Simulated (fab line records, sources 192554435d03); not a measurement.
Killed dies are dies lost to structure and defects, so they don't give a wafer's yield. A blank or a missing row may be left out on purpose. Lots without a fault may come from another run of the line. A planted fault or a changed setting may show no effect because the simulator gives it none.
Which tool did it? | flow n5_finfet | 14 lots, 40 wafers sampled, at 7 steps of a route of 1938

WHAT THE GAUGES READ, wafer by wafer
N5_SD_EPI_P_CD_MEAS_09: target cd 240 nm. Usual: cd_nm 239.9 nm, standard deviation 0.76.
lot  | measured    | on        | cd_nm (nm)        | flag
L615 | day 3 05:13 | cd_sem-01 | 240.6 239.4 239.7 |
L616 | day 3 11:49 | cd_sem-02 | 241.2 241.0 240.3 |
L617 | day 3 16:40 | cd_sem-03 | 241.0 240.6 239.8 |
L618 | day 4 02:58 | cd_sem-01 | 239.4 240.3 240.0 |
L620 | day 4 12:35 | cd_sem-03 | 239.2 240.3 239.9 |
L623 | day 5 05:47 | cd_sem-01 | 238.4 238.8       |
L625 | day 5 17:26 | cd_sem-01 | 240.7 239.5       |
L629 | day 6 16:44 | cd_sem-01 | 239.6 240.3 239.7 |
L632 | day 7 11:26 | cd_sem-02 | 239.5 239.3 238.3 |
L633 | day 7 17:47 | cd_sem-03 | 239.8 240.5 239.6 |
L635 | day 8 10:13 | cd_sem-02 | 240.4 241.1 241.6 |
L636 | day 8 11:07 | cd_sem-02 | 240.2 240.5 240.8 |
L637 | day 8 18:28 | cd_sem-01 | 240.1 239.6 240.1 |
L638 | day 8 23:35 | cd_sem-03 | 239.4 239.2 239.8 |

N5_SD_EPI_P_EPI_MEAS_23. Usual: thk_nm 61.4 nm, standard deviation 1.2.
lot  | measured    | on            | thk_nm (nm)    | flag
L615 | day 3 09:42 | film_metro-01 | 60.5 60.7 59.3 |
L616 | day 3 15:27 | film_metro-01 | 61.4 60.4 62.3 |
L617 | day 3 20:18 | film_metro-01 | 60.7 58.7 60.4 |
L618 | day 4 06:37 | film_metro-02 | 60.8 60.5 60.5 |
L620 | day 4 16:22 | film_metro-01 | 61.9 61.9 63.9 |
L623 | day 5 09:26 | film_metro-02 | 50.1 62.9      | OFF
L625 | day 5 21:05 | film_metro-02 | 49.6 61.8      | OFF
L629 | day 6 21:15 | film_metro-01 | 62.0 60.5 61.5 |
L632 | day 7 16:58 | film_metro-01 | 63.1 60.5 60.2 |
L633 | day 7 22:16 | film_metro-02 | 60.7 63.6 62.7 |
L635 | day 8 14:41 | film_metro-01 | 59.9 61.3 61.2 |
L636 | day 8 15:02 | film_metro-02 | 62.8 61.5 60.7 |
L637 | day 8 23:01 | film_metro-01 | 59.6 61.0 61.2 |
L638 | day 9 03:15 | film_metro-01 | 61.0 63.5 60.7 |

N5_SD_ACTIVATION_RS_MEAS_03: measures by four-point-probe. Usual: RS_SD_N 21.9 ohm/sq, standard deviation 0.3; RS_SD_P 56.1 ohm/sq, standard deviation 0.82.
lot  | measured    | on            | RS_SD_N (ohm/sq) | RS_SD_P (ohm/sq) | flag
L615 | day 3 10:36 | film_metro-01 | 22.5 22.3 22.1   | 57.7 56.7 58.0   |
L616 | day 3 16:04 | film_metro-01 | 22.3 22.2 21.9   | 56.2 57.3 56.6   |
L617 | day 3 20:56 | film_metro-01 | 21.7 21.9 21.8   | 56.9 56.6 56.4   |
L618 | day 4 07:16 | film_metro-02 | 21.7 21.6 21.9   | 57.0 56.9 56.8   |
L620 | day 4 17:02 | film_metro-02 | 21.0 21.1 21.0   | 54.8 55.9 55.0   |
L623 | day 5 10:05 | film_metro-02 | 21.6 21.4        | 69.3 56.5        | OFF
L625 | day 5 21:44 | film_metro-01 | 22.1 21.7        | 68.7 56.5        | OFF
L629 | day 6 21:54 | film_metro-02 | 22.0 21.8 21.6   | 55.2 55.3 55.7   |
L632 | day 7 18:31 | film_metro-01 | 21.7 21.9 22.3   | 57.0 57.3 57.5   |
L633 | day 7 23:02 | film_metro-02 | 22.1 21.7 21.7   | 57.1 55.9 57.6   |
L635 | day 8 15:18 | film_metro-01 | 22.2 21.9 22.0   | 55.9 54.9 55.6   |
L636 | day 8 15:41 | film_metro-01 | 21.5 21.7 22.1   | 55.7 56.1 55.3   |
L637 | day 8 23:49 | film_metro-01 | 21.8 21.7 21.8   | 56.2 55.5 56.4   |
L638 | day 9 03:52 | film_metro-02 | 22.3 22.1 22.0   | 56.5 56.8 57.3   |

N5_BEOL_M4_RC_MEAS_101. Usual: DIBL_N 36.5 mV/V, standard deviation 1.4; DIBL_P 36.5 mV/V, standard deviation 1.6; IOFF_N 0.163 nA/um, standard deviation 0.022; IOFF_P 0.219 nA/um, standard deviation 0.029; IOFF_P_85C 3.8 nA/um, standard deviation 0.42; IOFF_P_LIN 0.103 nA/um, standard deviation 0.012; IOFF_P_LONG 0.000105 nA/um, standard deviation 9.1e-06; ION_N 675 uA/um, standard deviation 8.3; ION_P 464 uA/um, standard deviation 6.2; REXT_P 100.2 ohm.um, standard deviation 1.9; RS_SD_P 65.8 ohm/sq, standard deviation 1; SS_N 71.5 mV/dec, standard deviation 0.52; SS_P 73.4 mV/dec, standard deviation 0.57; VT_N 249.7 mV, standard deviation 2.6; VT_P -250 mV, standard deviation 3; VT_P_LVT -98.3 mV, standard deviation 2.3.
lot  | measured     | on        | DIBL_N (mV/V)  | DIBL_P (mV/V)  | IOFF_N (nA/um)    | IOFF_P (nA/um)    | IOFF_P_85C (nA/um) | IOFF_P_LIN (nA/um) | IOFF_P_LONG (nA/um)        | ION_N (uA/um) | ION_P (uA/um) | REXT_P (ohm.um)   | RS_SD_P (ohm/sq) | SS_N (mV/dec)  | SS_P (mV/dec)  | VT_N (mV)         | VT_P (mV)      | VT_P_LVT (mV)        | flag
L615 | day 7 20:59  | prober-02 | 35.8 38.3 36.7 | 35.3 37.5 37.0 | 0.140 0.177 0.152 | 0.185 0.224 0.201 | 3.4 3.9 3.6        | 0.092 0.105 0.098  | 0.000104 0.000103 0.000103 | 661 671 670   | 459 462 465   | 100.3 98.2 98.8   | 68.0 66.1 67.0   | 71.2 72.1 71.2 | 72.5 73.1 72.9 | 250.8 248.6 249.0 | -250 -247 -249 | -100.1 -98.5 -99.7   |
L616 | day 8 03:10  | prober-01 | 38.3 36.7 36.8 | 37.0 34.9 34.5 | 0.170 0.139 0.136 | 0.252 0.215 0.199 | 4.2 3.7 3.5        | 0.118 0.105 0.099  | 0.000112 0.000113 0.000114 | 673 661 669   | 472 462 468   | 98.3 100.1 99.4   | 66.2 67.2 66.0   | 71.9 71.2 70.9 | 73.3 73.9 73.2 | 252.2 254.3 253.8 | -249 -248 -249 | -96.7 -98.8 -100.8   |
L617 | day 8 15:29  | prober-01 | 37.4 34.2 36.5 | 38.1 34.8 38.0 | 0.189 0.134 0.174 | 0.216 0.174 0.213 | 3.7 3.1 3.7        | 0.099 0.086 0.098  | 9.4e-05 9.4e-05 9.5e-05    | 673 666 676   | 455 453 461   | 100.5 99.5 99.6   | 66.6 66.1 66.0   | 72.7 71.4 72.3 | 73.7 73.3 73.4 | 247.7 251.4 250.6 | -251 -255 -251 | -99.7 -102.0 -99.5   |
L618 | day 9 04:06  | prober-02 | 35.5 36.6 34.2 | 37.1 38.6 34.9 | 0.148 0.168 0.125 | 0.205 0.224 0.172 | 3.6 3.8 3.1        | 0.096 0.100 0.085  | 9.9e-05 9.7e-05 9.3e-05    | 671 675 659   | 465 460 456   | 100.3 100.9 100.1 | 67.1 67.3 67.4   | 71.2 71.8 70.9 | 73.5 73.5 72.6 | 253.1 249.6 253.6 | -252 -252 -254 | -102.1 -100.3 -102.7 |
L620 | day 9 09:45  | prober-02 | 35.2 37.9 36.1 | 34.1 36.5 35.4 | 0.142 0.191 0.153 | 0.178 0.215 0.193 | 3.2 3.8 3.4        | 0.088 0.098 0.091  | 9.7e-05 9.6e-05 9.4e-05    | 667 691 671   | 462 463 459   | 98.7 99.5 100.0   | 63.9 65.1 64.5   | 71.2 72.1 71.2 | 73.3 73.6 73.2 | 253.4 248.8 251.1 | -255 -253 -253 | -101.8 -99.7 -100.2  |
L623 | day 9 23:01  | prober-01 | 36.2 34.2      | 33.6 33.7      | 0.155 0.129       | 0.131 0.213       | 2.4 3.6            | 0.063 0.102        | 0.000149 0.000122          | 671 673       | 413 468       | 150.5 102.1       | 81.6 66.5        | 71.3 71.0      | 72.5 72.0      | 249.2 252.0       | -262 -248      | -112.1 -97.9         | OFF
L625 | day 10 22:05 | prober-02 | 37.1 36.8      | 35.6 37.4      | 0.166 0.162       | 0.119 0.211       | 2.3 3.7            | 0.058 0.100        | 0.000128 9.8e-05           | 674 685       | 420 466       | 140.0 97.9        | 80.6 66.1        | 71.2 71.0      | 73.2 73.7      | 248.4 249.9       | -266 -251      | -113.7 -99.4         | OFF
L629 | day 11 18:43 | prober-02 | 34.4 35.7 35.8 | 35.2 37.0 36.9 | 0.136 0.159 0.158 | 0.204 0.217 0.223 | 3.6 3.8 3.9        | 0.102 0.105 0.110  | 0.000105 0.000105 0.000108 | 666 682 670   | 464 461 466   | 101.1 102.1 101.0 | 65.7 66.0 65.3   | 71.6 71.2 71.7 | 73.7 73.5 73.5 | 253.6 253.2 249.6 | -250 -250 -249 | -98.1 -98.0 -97.2    |
L632 | day 12 07:55 | prober-02 | 37.0 37.5 37.3 | 38.0 37.7 37.9 | 0.185 0.187 0.180 | 0.256 0.247 0.249 | 4.3 4.2 4.2        | 0.118 0.115 0.116  | 0.000113 0.000111 0.000114 | 686 677 680   | 470 460 467   | 102.2 102.5 102.0 | 67.0 67.4 66.8   | 71.1 72.3 71.8 | 73.8 73.7 73.4 | 248.4 250.2 248.8 | -249 -247 -246 | -96.1 -97.9 -96.2    |
L633 | day 12 19:00 | prober-01 | 37.9 38.4 39.1 | 38.8 39.5 39.8 | 0.177 0.187 0.197 | 0.227 0.243 0.247 | 3.9 4.1 4.2        | 0.108 0.113 0.115  | 0.000107 0.000108 0.00011  | 684 682 685   | 464 465 468   | 102.5 101.3 103.4 | 67.1 65.3 67.5   | 71.6 71.8 71.8 | 73.8 74.3 74.1 | 247.7 247.3 247.4 | -250 -249 -246 | -98.3 -96.8 -96.4    |
L635 | day 13 02:41 | prober-02 | 38.5 38.7 38.1 | 38.0 37.9 37.6 | 0.175 0.184 0.174 | 0.240 0.244 0.248 | 4.1 4.2 4.2        | 0.111 0.112 0.115  | 0.000105 0.000105 0.000107 | 681 666 685   | 464 460 471   | 100.3 101.0 99.3  | 65.9 65.2 64.5   | 71.3 71.4 71.4 | 74.3 74.3 74.0 | 250.5 248.6 247.6 | -247 -248 -247 | -96.9 -97.1 -96.7    |
L636 | day 13 10:22 | prober-01 | 35.9 34.6 36.0 | 37.2 35.2 37.6 | 0.158 0.136 0.166 | 0.203 0.166 0.203 | 3.5 3.0 3.6        | 0.094 0.081 0.094  | 9.1e-05 8.9e-05 8.9e-05    | 675 668 682   | 467 458 463   | 100.6 101.4 101.8 | 65.3 65.4 64.3   | 71.4 70.9 71.8 | 73.2 73.3 73.5 | 251.6 251.9 249.8 | -253 -258 -252 | -99.3 -102.5 -98.7   |
L637 | day 13 22:22 | prober-02 | 35.7 33.3 35.0 | 37.9 34.6 36.6 | 0.170 0.127 0.151 | 0.230 0.184 0.217 | 3.9 3.2 3.7        | 0.111 0.095 0.105  | 0.000107 0.000109 0.000109 | 681 675 675   | 472 467 465   | 98.6 99.0 97.7    | 66.4 65.2 66.4   | 72.5 71.0 71.1 | 73.4 72.6 73.3 | 250.1 252.1 250.0 | -248 -251 -249 | -96.9 -99.5 -97.0    |
L638 | day 14 04:43 | prober-02 | 36.6 37.2 34.9 | 35.7 36.7 33.8 | 0.149 0.164 0.132 | 0.218 0.243 0.196 | 3.8 4.1 3.5        | 0.106 0.114 0.098  | 0.000104 0.000106 0.000103 | 661 665 667   | 460 458 467   | 103.6 103.3 103.0 | 66.8 66.9 67.7   | 71.8 72.8 71.7 | 73.4 73.9 72.7 | 251.6 250.0 254.0 | -250 -248 -251 | -99.7 -98.4 -100.7   |

WHICH TOOL RAN EACH LOT (tool, then ch and the chambers of the sampled wafers, then the start)
lot  | N5_SD_EPI_N_STRIP_38                | N5_SD_EPI_P_ETCH_47               | N5_SD_EPI_P_PRECLEAN_51
L615 | plasma_asher-02 ch 0,1, day 3 00:56 | rie_diel-04 ch 1,3, day 3 05:50   | epi_rpcvd-02 ch 0, day 3 06:18
L616 | plasma_asher-01 ch 0,1, day 3 07:57 | rie_diel-03 ch 0,1,2, day 3 12:25 | epi_rpcvd-04 ch 0, day 3 12:53
L617 | plasma_asher-02 ch 0,1, day 3 12:28 | rie_diel-04 ch 1,2, day 3 17:16   | epi_rpcvd-02 ch 0, day 3 17:47
L618 | plasma_asher-02 ch 0,1, day 3 22:39 | rie_diel-03 ch 0,1,3, day 4 03:34 | epi_rpcvd-04 ch 0, day 4 04:08
L620 | plasma_asher-01 ch 0,1, day 4 08:58 | rie_diel-03 ch 1,2,3, day 4 13:20 | epi_rpcvd-02 ch 0, day 4 13:50
L623 | plasma_asher-02 ch 0,1, day 5 02:22 | rie_diel-06 ch 1,2, day 5 06:23   | epi_rpcvd-02 ch 0, day 5 06:55
L625 | plasma_asher-01 ch 0,1, day 5 13:54 | rie_diel-03 ch 0,1, day 5 18:02   | epi_rpcvd-02 ch 0, day 5 18:35
L629 | plasma_asher-02 ch 0, day 6 13:10   | rie_diel-04 ch 2,3, day 6 17:22   | epi_rpcvd-04 ch 0, day 6 17:53
L632 | plasma_asher-02 ch 1, day 7 07:55   | rie_diel-04 ch 0,1,2, day 7 12:31 | epi_rpcvd-04 ch 0, day 7 13:34
L633 | plasma_asher-01 ch 0,1, day 7 14:19 | rie_diel-06 ch 0,3, day 7 18:23   | epi_rpcvd-04 ch 0, day 7 18:56
L635 | plasma_asher-02 ch 0,1, day 8 05:54 | rie_diel-04 ch 1,2, day 8 10:49   | epi_rpcvd-03 ch 0, day 8 11:18
L636 | plasma_asher-01 ch 0,1, day 8 07:28 | rie_diel-04 ch 1,2,3, day 8 11:54 | epi_rpcvd-02 ch 0, day 8 12:30
L637 | plasma_asher-01 ch 0,1, day 8 14:10 | rie_diel-03 ch 0,2,3, day 8 19:09 | epi_rpcvd-03 ch 0, day 8 19:38
L638 | plasma_asher-02 ch 0,1, day 8 20:02 | rie_diel-03 ch 0,1,3, day 9 00:11 | epi_rpcvd-02 ch 0, day 9 00:42
- N5_SD_EPI_N_STRIP_38: strips in N2/H2.
- N5_SD_EPI_P_ETCH_47: etches SiOCN in CH3F/O2, target depth 25 nm.
- N5_SD_EPI_P_PRECLEAN_51: cleans in NF3:NH3, afs cycles 1, time 20 s, sublimation time 60 s.

WHAT THE TOOLS THEMSELVES READ (means of the sampled wafers that have a number; where no wafer has one, the mark that the record gives instead)
N5_SD_EPI_N_STRIP_38. Usual: drypump_motor_current_A 5.7 A, standard deviation 0.41; heater_power_w 334 W, standard deviation 36; oes_product_au 0.762 a.u., standard deviation 0.011.
lot  | tool            | drypump_motor_current_A (A) | heater_power_w (W) | oes_product_au (a.u.) | flag
L615 | plasma_asher-02 | 5.3                         | 306                | 0.773                 |
L616 | plasma_asher-01 | 5.8                         | 365                | 0.760                 |
L617 | plasma_asher-02 | 5.3                         | 324                | 0.747                 |
L618 | plasma_asher-02 | 5.3                         | 307                | 0.756                 |
L620 | plasma_asher-01 | 6.1                         | 342                | 0.760                 |
L623 | plasma_asher-02 | 5.3                         | 314                | 0.772                 |
L625 | plasma_asher-01 | 5.9                         | 350                | 0.762                 |
L629 | plasma_asher-02 | 5.4                         | 340                | 0.768                 |
L632 | plasma_asher-02 | 5.2                         | 289                | 0.763                 |
L633 | plasma_asher-01 | 5.8                         | 363                | 0.753                 |
L635 | plasma_asher-02 | 5.3                         | 308                | 0.758                 |
L636 | plasma_asher-01 | 5.9                         | 363                | 0.760                 |
L637 | plasma_asher-01 | 6.1                         | 339                | 0.774                 |
L638 | plasma_asher-02 | 5.4                         | 324                | 0.761                 |

N5_SD_EPI_P_ETCH_47. Usual: chamber_pressure_mTorr 30.000 mTorr, standard deviation 0.025; drypump_motor_current_A 5.8 A, standard deviation 0.34; oes_product_au 0.78 a.u., standard deviation 0.09; rf_fwd_power_W 408.1 W, standard deviation 1.2; rf_vpp_V 127.5 V, standard deviation 1.6; showerhead_plenum_p_Torr 2.02 Torr, standard deviation 0.054; throttle_valve_pct 16.3 %, standard deviation 0.31.
lot  | tool        | chamber_pressure_mTorr (mTorr) | drypump_motor_current_A (A) | oes_product_au (a.u.) | rf_fwd_power_W (W) | rf_vpp_V (V) | showerhead_plenum_p_Torr (Torr) | throttle_valve_pct (%) | flag
L615 | rie_diel-04 | 30.005                         | 5.4                         | 0.79                  | 409.9              | 128.0        | 2.04                            | 16.3                   |
L616 | rie_diel-03 | 30.025                         | 6.0                         | 0.81                  | 408.9              | 126.5        | 2.01                            | 16.3                   |
L617 | rie_diel-04 | 29.994                         | 5.6                         | 0.81                  | 408.4              | 125.4        | 1.99                            | 16.3                   |
L618 | rie_diel-03 | 30.020                         | 6.0                         | 0.84                  | 409.3              | 127.1        | 2.05                            | 16.2                   |
L620 | rie_diel-03 | 29.986                         | 6.2                         | 0.74                  | 408.7              | 127.2        | 2.05                            | 16.4                   |
L623 | rie_diel-06 | 29.996                         | 5.6                         | 0.78                  | 406.5              | 129.4        | 2.00                            | 16.6                   |
L625 | rie_diel-03 | 29.992                         | 5.8                         | 0.83                  | 408.9              | 128.8        | 2.02                            | 16.2                   |
L629 | rie_diel-04 | 29.988                         | 5.5                         | 0.81                  | 408.3              | 127.6        | 1.99                            | 16.2                   |
L632 | rie_diel-04 | 29.994                         | 5.8                         | 0.73                  | 408.1              | 125.7        | 1.99                            | 16.5                   |
L633 | rie_diel-06 | 30.005                         | 5.7                         | 0.79                  | 408.5              | 127.9        | 2.05                            | 16.2                   |
L635 | rie_diel-04 | 29.982                         | 5.6                         | 0.77                  | 408.1              | 125.5        | 1.97                            | 16.3                   |
L636 | rie_diel-04 | 30.003                         | 5.5                         | 0.77                  | 407.8              | 127.1        | 2.00                            | 16.3                   |
L637 | rie_diel-03 | 30.016                         | 6.1                         | 0.85                  | 409.4              | 127.1        | 2.00                            | 16.0                   |
L638 | rie_diel-03 | 30.002                         | 6.0                         | 0.79                  | 408.7              | 127.3        | 2.04                            | 16.3                   |

N5_SD_EPI_P_PRECLEAN_51. Usual: rf_fwd_power_W 29.83 W, standard deviation 0.095.
lot  | tool         | rf_fwd_power_W (W) | flag
L615 | epi_rpcvd-02 | 29.83              |
L616 | epi_rpcvd-04 | 29.80              |
L617 | epi_rpcvd-02 | 29.94              |
L618 | epi_rpcvd-04 | 29.75              |
L620 | epi_rpcvd-02 | 29.80              |
L623 | epi_rpcvd-02 | 29.79              |
L625 | epi_rpcvd-02 | 29.89              |
L629 | epi_rpcvd-04 | 29.79              |
L632 | epi_rpcvd-04 | 29.69              |
L633 | epi_rpcvd-04 | 29.79              |
L635 | epi_rpcvd-03 | 29.75              |
L636 | epi_rpcvd-02 | 29.84              |
L637 | epi_rpcvd-03 | 29.84              |
L638 | epi_rpcvd-02 | 30.00              |

THE ANSWER, worked out from the rows above alone
Rule: a lot is off if the mean of its wafers that have a number lies more than 3 standard deviations from the usual mean. A lot without any number at a reading at which 4 lots or more have one is off too. The other lots that the step has rows for count as sound. The gauges are gone through in route order, then the tools' own readings, and for those a lot's mean is taken as printed above. The first step at which some lot is off is used, and at that step the reading that is off furthest; a lot without a number counts as furthest.
Off: L623, L625, at N5_SD_EPI_P_EPI_MEAS_23 (thk_nm).
A tool fits if, at a process step before that reading, it ran every lot that is off, and no sound lot after the first of them. The gauges at N5_SD_EPI_P_EPI_MEAS_23 aren't tried: what is off there is off at N5_BEOL_M4_RC_MEAS_101 too, on other tools, and a gauge's error can't cause that. None of those tried fits.

WHAT THE SIMULATOR HAD PUT IN
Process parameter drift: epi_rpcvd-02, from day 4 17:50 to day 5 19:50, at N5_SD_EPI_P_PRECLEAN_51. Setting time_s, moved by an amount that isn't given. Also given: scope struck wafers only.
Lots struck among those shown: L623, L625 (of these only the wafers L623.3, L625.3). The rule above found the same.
